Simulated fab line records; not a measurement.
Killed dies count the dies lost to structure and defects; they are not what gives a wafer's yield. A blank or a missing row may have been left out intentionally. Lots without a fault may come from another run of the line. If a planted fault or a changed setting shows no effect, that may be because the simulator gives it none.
Struck lot and sound lot, side by side    flow nand-harc    26 steps out of a route of 1302
Sound: the wafers L985.1, L985.2, L985.4. Struck: wafers L996.1, L996.4, L996.5. At the end, the cause is stated.
Per side, at each step with rows, come the tool, then ch with its chambers, and then its first start. Under that, the readings that differ: sound wafers    struck wafers    difference of the means    sigmas: that difference in standard deviations of wafers without a fault.
alike: words and numbers the same on both sides, and readings whose means are apart by under 2 such deviations; not compared: readings that were withheld, readings missing a value for some wafer, numbers with overlapping values and no deviation given by the record, and bounds like >300 which may hide the same value.
A row with sigmas, a row that says differs or no value, or rows on one side alone: a step with any of these is where the two part. When numbers do not overlap yet have no deviation, they are printed without sigmas and do not part them. A reading that every wafer of one side lacks parts them only if that side has two wafers or more.

NHARC_A_BLC_STRIP_29: strips in CF4.
  sound on rie-diel-09 ch 0,1,2, day 23 03:40; struck on rie-diel-01 ch 0,3, day 27 13:58
  alike: drypump-motor-current-A, oes-product-au, rf-vpp-V, showerhead-plenum-p-Torr, throttle-valve-pct
  not compared: rf-hours-counter-h
NHARC_A_BLC_STRIP_21: strips in O2.
  sound on rie-diel-09 ch 0,2,3, day 23 03:47; struck on rie-diel-01 ch 2,3, day 27 14:04
  alike: drypump-motor-current-A, oes-product-au, rf-vpp-V, showerhead-plenum-p-Torr, throttle-valve-pct
  not compared: rf-hours-counter-h
then, 4 steps without rows for these wafers: NHARC_A_BLC_STRIP_22 (strips in post etch residue remover, time 600 s); NHARC_A_BLC_DEGAS_30 (time 60 s); NHARC_A_BLC_PRE_CLEAN_31 (time 15 s); NHARC_A_BLC_PVD_32 (deposits Ti, target thk 5 nm, time 17.7 s).
NHARC_A_BLC_ALD_23: deposits TiN, target thk 3 nm, pulse time 1 s, ald cycles 150.
  sound on ald-metal-03 ch 0,2,3, day 23 04:26; struck on ald-metal-02 ch 2,3, day 27 14:46
  alike: heater-power-w, precursor-pulse-height-rel
NHARC_A_BLC_CVD_24: deposits W, target thk 150 nm, time 434 s.
  sound: cvd-w-01 ch 0,1; struck: cvd-w-01 ch 0,1
  alike: heater-power-w, mfc-h2-sccm, throttle-valve-pct
then, 2 steps without rows for these wafers: NHARC_A_BLC_CMP_25 (polishes, t overpolish 30 s, target thk 150 nm); NHARC_A_BLC_SRD_27.
NHARC_A_BLC_INSPECT_28:
  struck on defect-inspect-02, day 27 15:52; sound on defect-inspect-02, day 23 05:37
  alike: raw-defect-count
NHARC_A_M0_DEP_00: deposits SiOC, target thk 150 nm.
  sound on pecvd-02 ch 0,1, day 23 05:44; struck on pecvd-03 ch 1,2, day 27 15:56
then, 9 steps without rows for these wafers: NHARC_A_M0_DEHYDRATE_01 (time 120 s); NHARC_A_M0_HMDS_02 (time 30 s); NHARC_A_M0_COAT_33 (time 65 s); NHARC_A_M0_COAT_03 (resist thk 90 nm); NHARC_A_M0_SOFTBAKE_04 (time 55 s); NHARC_A_M0_EBR_05; NHARC_A_M0_EXPOSE_06 (exposes mask A M0, target cd 80 nm); NHARC_A_M0_PEB_07 (peb time 65 s); NHARC_A_M0_DEVELOP_08 (develop time 35 s).
NHARC_A_M0_CD_MEAS_09 targets a cd of 80 nm.
  sound on cd-sem-03 ch 0, day 23 06:31; struck on cd-sem-01 ch 0, day 27 16:46
  alike: cd-nm
NHARC_A_M0_OVL_MEAS_10: pitch 160 nm.
  struck on overlay-02, day 27 16:52; sound on overlay-01, day 23 06:37
  alike: overlay-x-nm, overlay-y-nm
NHARC_A_M0_INSPECT_11:
  struck on defect-inspect-01, day 27 16:54; sound on defect-inspect-02, day 23 06:39
reading           sound      struck       difference  sigmas
raw-defect-count  93 99 114  450 458 405  +336        +8
NHARC_A_M0_DESCUM_14: chemistry O2, time 3 s.
  sound on rie-diel-11 ch 0,1,3, day 23 06:43; struck on rie-diel-11 ch 0,1,2, day 27 16:58
reading       sound           struck          difference  sigmas
rf-vpp-V (V)  59.3 59.2 57.7  56.4 56.9 56.9  -2.0        -2
  alike: drypump-motor-current-A, oes-product-au, showerhead-plenum-p-Torr, throttle-valve-pct
  not compared: rf-hours-counter-h
NHARC_END_SORT_01:
  at this point the record logs the struck wafers (prober-02 ch 0, day 29 09:25) and has no rows for the sound ones

WHERE THEY PART
Last at NHARC_END_SORT_01 as far as this record goes, first at NHARC_A_M0_INSPECT_11.

WHY: the cause the simulator had injected
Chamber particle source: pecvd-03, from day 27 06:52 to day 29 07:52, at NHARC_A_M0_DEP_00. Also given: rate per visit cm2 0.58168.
